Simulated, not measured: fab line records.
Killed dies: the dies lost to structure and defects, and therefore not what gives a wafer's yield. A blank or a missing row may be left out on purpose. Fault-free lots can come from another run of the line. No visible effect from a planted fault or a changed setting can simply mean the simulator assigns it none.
What tool caused it? | flow n5 finfet | 10 lots with 30 wafers sampled at 5 steps, on a route of 1938 steps

== WHAT EACH GAUGE READ, for each wafer ==
N5_HKMG_FIN_CD_MEAS_49: target cd 202 nm.
lot  | measured    | on        | cd nm (nm)
L545 | day 4 11:22 | cd sem-03 | 202.0 201.7 202.2
L546 | day 4 16:59 | cd sem-03 | 203.2 202.2 202.6
L549 | day 5 14:29 | cd sem-03 | 203.0 201.4 202.3
L553 | day 6 14:02 | cd sem-02 | 210.2 210.4 210.3
L554 | day 6 18:14 | cd sem-02 | 209.7 208.8 209.8
L555 | day 7 06:26 | cd sem-03 | 208.5 207.6 207.1
L556 | day 7 09:37 | cd sem-01 | 205.1 205.2 205.1
L561 | day 8 09:15 | cd sem-03 | 202.5 201.8 202.3
L563 | day 8 23:16 | cd sem-01 | 201.7 201.9 202.4
L565 | day 9 12:44 | cd sem-03 | 202.3 202.3 201.0

== WHAT TOOL EACH LOT RAN ON (gives the tool, then ch and the chambers of the sampled wafers, and finally the start) ==
lot  | N5_SDB_HM_DEP_00               | N5_SDB_STRIP_21                   | N5_DUMMY_REMOVAL_STRIP_10         | N5_HKMG_FIN_EXPOSE_46
L545 | pecvd-01 ch 0,2, day 4 05:37   | rie diel-06 ch 0,2, day 4 06:14   | rie diel-05 ch 1,3, day 4 10:00   | arfi scanner-01 ch 0, day 4 11:14
L546 | pecvd-01 ch 0,2, day 4 10:49   | rie diel-01 ch 0,2,3, day 4 11:46 | rie diel-03 ch 0,1,2, day 4 15:31 | arfi scanner-02 ch 0, day 4 16:52
L549 | pecvd-03 ch 1,2, day 5 08:09   | rie diel-06 ch 0,1,3, day 5 08:47 | rie diel-04 ch 1,2, day 5 13:01   | arfi scanner-01 ch 0, day 5 14:22
L553 | pecvd-02 ch 0,1,2, day 6 07:50 | rie diel-06 ch 0,3, day 6 08:40   | rie diel-05 ch 0,1,3, day 6 12:28 | arfi scanner-01 ch 0, day 6 13:55
L554 | pecvd-02 ch 0,1,2, day 6 12:11 | rie diel-01 ch 2,3, day 6 12:59   | rie diel-04 ch 0,2,3, day 6 16:50 | arfi scanner-01 ch 0, day 6 18:07
L555 | pecvd-02 ch 0,1, day 6 23:56   | rie diel-06 ch 2,3, day 7 01:00   | rie diel-03 ch 1,2, day 7 05:06   | arfi scanner-01 ch 0, day 7 06:19
L556 | pecvd-02 ch 1,2, day 7 03:15   | rie diel-06 ch 0,2, day 7 04:00   | rie diel-05 ch 0,3, day 7 08:11   | arfi scanner-01 ch 0, day 7 09:29
L561 | pecvd-02 ch 0,2, day 8 03:11   | rie diel-01 ch 1,2,3, day 8 04:04 | rie diel-05 ch 0,1,3, day 8 07:47 | arfi scanner-02 ch 0, day 8 09:08
L563 | pecvd-01 ch 0,1,2, day 8 16:50 | rie diel-06 ch 0,2,3, day 8 17:35 | rie diel-03 ch 0,1,2, day 8 21:37 | arfi scanner-03 ch 0, day 8 23:09
L565 | pecvd-01 ch 0,1,2, day 9 06:37 | rie diel-06 ch 0,2, day 9 07:22   | rie diel-03 ch 1,2,3, day 9 11:11 | arfi scanner-02 ch 0, day 9 12:37
- N5_SDB_HM_DEP_00: deposits SiNx from SiH4/NH3/N2, target thk 40 nm, time 35.3 s.
- N5_SDB_STRIP_21: strips in CF4.
- N5_DUMMY_REMOVAL_STRIP_10: strips in N2/H2, time 40 s.
- N5_HKMG_FIN_EXPOSE_46: exposes mask NDIPOLE.

== THE ANSWER, worked out from the rows above alone ==
Rule: the lots themselves supply what counts as usual. Put in order of their means at a reading, lots are off if they are a third of the lots or fewer, leave a main group of 4 or more, and stand apart from it by a gap of 3 or more times the standard deviation of the main group's means; of several such gaps the widest counts. A main group whose means are all the same, to the digits that the tables above print for the reading, isn't used. Also off: a lot with no number at a reading for which 4 or more lots have one. Where the step has rows for the other lots, those lots are counted as sound.
Across all readings shown, no lot is off: no conclusion can be drawn from this.

== WHAT THE SIMULATOR HAD INSERTED ==
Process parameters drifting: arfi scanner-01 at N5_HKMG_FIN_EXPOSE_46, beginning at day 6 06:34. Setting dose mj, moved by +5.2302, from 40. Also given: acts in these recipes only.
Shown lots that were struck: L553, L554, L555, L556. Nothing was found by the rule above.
